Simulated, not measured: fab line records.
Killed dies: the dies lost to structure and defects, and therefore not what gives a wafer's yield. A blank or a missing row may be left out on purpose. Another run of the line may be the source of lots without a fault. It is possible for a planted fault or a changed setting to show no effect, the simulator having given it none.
Matching of chambers / flow n5_finfet / N5_BEOL_M13_ETCH_67 on rie_diel-06 has 4 sister chambers
The step etches SiARC in CF4, target depth 143 nm, time 238.3 s. 16 wafers are shown with their chamber, then 8 later ones without.

## WAFERS WITH THEIR CHAMBER
wafer=L075.1; chamber=0; drypump_motor_current_A (A)=5.79; showerhead_plenum_p_Torr (Torr)=2.13; throttle_valve_pct (%)=15.98
wafer=L075.2; chamber=2; drypump_motor_current_A (A)=5.41; showerhead_plenum_p_Torr (Torr)=2.21; throttle_valve_pct (%)=15.51
wafer=L075.3; chamber=3; drypump_motor_current_A (A)=5.91; showerhead_plenum_p_Torr (Torr)=2.25; throttle_valve_pct (%)=15.28
wafer=L077.2; chamber=1; drypump_motor_current_A (A)=5.30; showerhead_plenum_p_Torr (Torr)=2.11; throttle_valve_pct (%)=15.82
wafer=L077.3; chamber=2; drypump_motor_current_A (A)=5.41; showerhead_plenum_p_Torr (Torr)=2.21; throttle_valve_pct (%)=15.51
wafer=L077.5; chamber=0; drypump_motor_current_A (A)=5.78; showerhead_plenum_p_Torr (Torr)=2.13; throttle_valve_pct (%)=15.95
wafer=L085.1; chamber=0; drypump_motor_current_A (A)=5.78; showerhead_plenum_p_Torr (Torr)=2.13; throttle_valve_pct (%)=15.51
wafer=L085.5; chamber=0; drypump_motor_current_A (A)=5.77; showerhead_plenum_p_Torr (Torr)=2.13; throttle_valve_pct (%)=15.52
wafer=L085.6; chamber=1; drypump_motor_current_A (A)=5.31; showerhead_plenum_p_Torr (Torr)=2.10; throttle_valve_pct (%)=15.81
wafer=L089.1; chamber=3; drypump_motor_current_A (A)=5.89; showerhead_plenum_p_Torr (Torr)=2.24; throttle_valve_pct (%)=15.32
wafer=L089.3; chamber=2; drypump_motor_current_A (A)=5.44; showerhead_plenum_p_Torr (Torr)=2.20; throttle_valve_pct (%)=15.57
wafer=L089.4; chamber=1; drypump_motor_current_A (A)=5.30; showerhead_plenum_p_Torr (Torr)=2.10; throttle_valve_pct (%)=15.81
wafer=L086.1; chamber=1; drypump_motor_current_A (A)=5.30; showerhead_plenum_p_Torr (Torr)=2.10; throttle_valve_pct (%)=15.82
wafer=L086.2; chamber=0; drypump_motor_current_A (A)=5.77; showerhead_plenum_p_Torr (Torr)=2.12; throttle_valve_pct (%)=15.53
wafer=L086.4; chamber=3; drypump_motor_current_A (A)=5.90; showerhead_plenum_p_Torr (Torr)=2.24; throttle_valve_pct (%)=15.32
wafer=L092.2; chamber=2; drypump_motor_current_A (A)=5.44; showerhead_plenum_p_Torr (Torr)=2.20; throttle_valve_pct (%)=15.57

SIGNATURES (means of the wafers above)
reading=drypump_motor_current_A; chamber 0=5.7780; chamber 1=5.3025; chamber 2=5.4250; chamber 3=5.9000; scatter within a chamber=0.011
reading=showerhead_plenum_p_Torr; chamber 0=2.1280; chamber 1=2.1025; chamber 2=2.2050; chamber 3=2.2433; scatter within a chamber=0.00518
reading=throttle_valve_pct; chamber 0=15.6980; chamber 1=15.8150; chamber 2=15.5400; chamber 3=15.3067; scatter within a chamber=0.142
Rule: for a wafer and a chamber, the distance is found by dividing, reading by reading, the gap between the wafer's reading and the chamber's mean by the reading's scatter, squaring, summing and taking the root. If the next closest chamber is less than 2 further off than the closest, the wafer can't be placed; otherwise it belongs to the closest. The scatter is the square root of a quotient: the sum, over the shown wafers, of each reading's squared deviation from its chamber's mean, divided by wafers minus chambers.

## WAFERS MISSING THEIR CHAMBER
wafer=L092.4; drypump_motor_current_A (A)=5.43; showerhead_plenum_p_Torr (Torr)=2.20; throttle_valve_pct (%)=15.57
wafer=L092.6; drypump_motor_current_A (A)=5.42; showerhead_plenum_p_Torr (Torr)=2.20; throttle_valve_pct (%)=15.56
wafer=L094.1; drypump_motor_current_A (A)=5.89; showerhead_plenum_p_Torr (Torr)=2.24; throttle_valve_pct (%)=15.32
wafer=L094.2; drypump_motor_current_A (A)=5.77; showerhead_plenum_p_Torr (Torr)=2.12; throttle_valve_pct (%)=15.55
wafer=L094.6; drypump_motor_current_A (A)=5.78; showerhead_plenum_p_Torr (Torr)=2.12; throttle_valve_pct (%)=15.55
wafer=L097.1; drypump_motor_current_A (A)=5.91; showerhead_plenum_p_Torr (Torr)=2.24; throttle_valve_pct (%)=15.37
wafer=L097.2; drypump_motor_current_A (A)=5.27; showerhead_plenum_p_Torr (Torr)=2.10; throttle_valve_pct (%)=15.34
wafer=L097.3; drypump_motor_current_A (A)=5.76; showerhead_plenum_p_Torr (Torr)=2.12; throttle_valve_pct (%)=15.53

## EACH ONE'S CHAMBER
wafer=L092.4; from the rows above=2; in truth=2
wafer=L092.6; from the rows above=2; in truth=2
wafer=L094.1; from the rows above=3; in truth=3
wafer=L094.2; from the rows above=0; in truth=0
wafer=L094.6; from the rows above=0; in truth=0
wafer=L097.1; from the rows above=3; in truth=3
wafer=L097.2; from the rows above=1; in truth=1
wafer=L097.3; from the rows above=0; in truth=0
Correctly placed: 8 of 8. From these rows, 0 cannot be placed. 0 placed wrongly.
